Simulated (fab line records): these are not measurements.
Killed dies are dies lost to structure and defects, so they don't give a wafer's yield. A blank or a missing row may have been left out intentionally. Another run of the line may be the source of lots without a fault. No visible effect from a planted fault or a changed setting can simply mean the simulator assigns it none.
Comparing a struck lot with a sound one -- flow nandHarc -- 36 steps out of a route of 1302
Sound: wafers L788.4, L788.5, L788.6. Struck: wafer L802.4 (L802.5, L802.6, from the same lot, were not struck and are left out); the cause is given at the end.
Per side, at each step with rows, come the tool, then ch with its chambers, and then its first start. Under that, the readings that differ: sound wafers -- struck wafers -- difference of the means -- sigmas: that difference in standard deviations of wafers without a fault.
alike: readings with means less than 2 such deviations apart, plus words and numbers identical on both sides. not compared: withheld readings, readings lacking a value on some wafer, bounds such as >300 that could conceal the same value, and numbers that have no deviation in the record and whose values overlap.
The two part at a step that has a row with sigmas, a row that says differs or no value, or rows on one side only. When numbers do not overlap yet have no deviation, they are printed without sigmas and do not part them. Lack of a reading on every wafer of one side parts them only where that side has two or more wafers.

first, 4 steps without rows for these wafers: NHARC_A_STAIRCASE_PRECLEAN_318 (cleans in SC1); NHARC_A_STAIRCASE_SRD_329; NHARC_A_STAIRCASE_ALD_415 (deposits SiO2, target thk 30 nm, pulse time 6 s, ald cycles 300); NHARC_A_STAIRCASE_ETCHBACK_416 (etches the open film in C4F8/O2/Ar, target depth 36 nm, time 7.2 s).
NHARC_A_STAIRCASE_STRIP_476: strips in O2, time 20 s.
  sound on rieDiel-08 ch 1,2,3, day 17 21:58; struck on rieDiel-13 ch 1, day 23 21:37
  alike: drypumpMotorCurrentA, oesProductAu, rfVppV, showerheadPlenumPTorr, throttleValvePct
  not compared: rfHoursCounterH
NHARC_A_STAIRCASE_DEP_417: deposits Si3N4, target thk 60 nm.
  sound on pecvd-02 ch 0,1,2, day 17 22:11; struck on pecvd-02 ch 0, day 23 21:53
  alike: heaterPowerW
  not compared: sinceWetCleanH
then, 3 steps without rows for these wafers: NHARC_A_STAIRCASE_WET_418 (chemistry H3PO4, target depth 20 nm); NHARC_A_STAIRCASE_PRECLEAN_419 (cleans in SC1); NHARC_A_STAIRCASE_SRD_421.
NHARC_A_STAIRCASE_ALD_420: deposits SiO2, target thk 20 nm, pulse time 6 s, ald cycles 200.
  sound on aldHk-04 ch 0,1,3, day 18 01:14; struck on aldHk-04 ch 2, day 24 00:28
reading,sound,struck,difference,sigmas
precursorPulseHeightRel,0.985 0.968 1.012,1.027,+0.039,+2
  alike: heaterPowerW
  not compared: sinceWetCleanH
then, 1 step without rows for these wafers: NHARC_A_STAIRCASE_CVD_552 (deposits SiNx, target thk 40 nm).
NHARC_A_STAIRCASE_DEP_151: deposits SiO2, target thk 7200 nm.
  sound on pecvd-01 ch 0,1,2, day 18 07:31; struck on pecvd-02 ch 0, day 24 08:55
  alike: heaterPowerW
  not compared: sinceWetCleanH
then, 15 steps without rows for these wafers: NHARC_A_STAIRCASE_ANNEAL_320 (time 1800 s); NHARC_A_STAIRCASE_DEP_322 (deposits SiO2, target thk 7200 nm); NHARC_A_STAIRCASE_ANNEAL_323 (time 1800 s); NHARC_A_STAIRCASE_DEP_325 (deposits SiO2, target thk 7200 nm); NHARC_A_STAIRCASE_ANNEAL_326 (time 1800 s); NHARC_A_STAIRCASE_DEHYDRATE_433 (time 120 s); NHARC_A_STAIRCASE_HMDS_434 (time 30 s); NHARC_A_STAIRCASE_COAT_435; NHARC_A_STAIRCASE_SOFTBAKE_436 (time 170 s); NHARC_A_STAIRCASE_EBR_437; NHARC_A_STAIRCASE_EXPOSE_438 (exposes mask STAIR REV); NHARC_A_STAIRCASE_PEB_439 (peb time 130 s); NHARC_A_STAIRCASE_DEVELOP_440 (time 140 s); NHARC_A_STAIRCASE_HARDBAKE_442 (time 140 s); NHARC_A_STAIRCASE_DESCUM_443 (chemistry O2, time 3 s).
NHARC_A_STAIRCASE_ETCH_444: etches the open film in C4F8/O2, target depth 20400 nm, time 6800 s.
  sound on rieDiel-08 ch 0,1, day 19 10:56; struck on rieDiel-13 ch 2, day 25 04:02
  alike: oesProductAu, rfVppV
  not compared: rfHoursCounterH
then, 4 steps without rows for these wafers: NHARC_A_STAIRCASE_STRIP_446 (strips in O2); NHARC_A_STAIRCASE_STRIP_447 (strips in SPM, time 900 s); NHARC_A_STAIRCASE_PRECLEAN_448 (cleans in SC1); NHARC_A_STAIRCASE_SRD_449.
NHARC_A_STAIRCASE_CMP_450: polishes SiO2, target thk 200 nm.
  sound on cmp-01 ch 0,1,3, day 19 16:07; struck on cmp-03 ch 3, day 25 08:48
reading,sound,struck,difference,sigmas
motorCurrentA (A),11.8 9.3 11.1,14.7,+4.0,+3
  alike: edgeZonePressureFrac, slurryFilterDpKPa
then, 2 steps without rows for these wafers: NHARC_A_STAIRCASE_CMP_152 (polishes); NHARC_A_STAIRCASE_SRD_154.
-- record jumps: 5 days between struck wafers' starts before vs after; left off in module A_STAIRCASE, resumes in module END, first step shown is number 1302 of the route --
NHARC_END_SORT_01:
  only the struck wafers appear in the record here, on prober-02 ch 0 at day 30 14:06; the sound ones have no rows

## WHERE THEY PART
Last at NHARC_END_SORT_01 as far as this record goes, first at NHARC_A_STAIRCASE_ALD_420.

WHY: what had been put in by the simulator
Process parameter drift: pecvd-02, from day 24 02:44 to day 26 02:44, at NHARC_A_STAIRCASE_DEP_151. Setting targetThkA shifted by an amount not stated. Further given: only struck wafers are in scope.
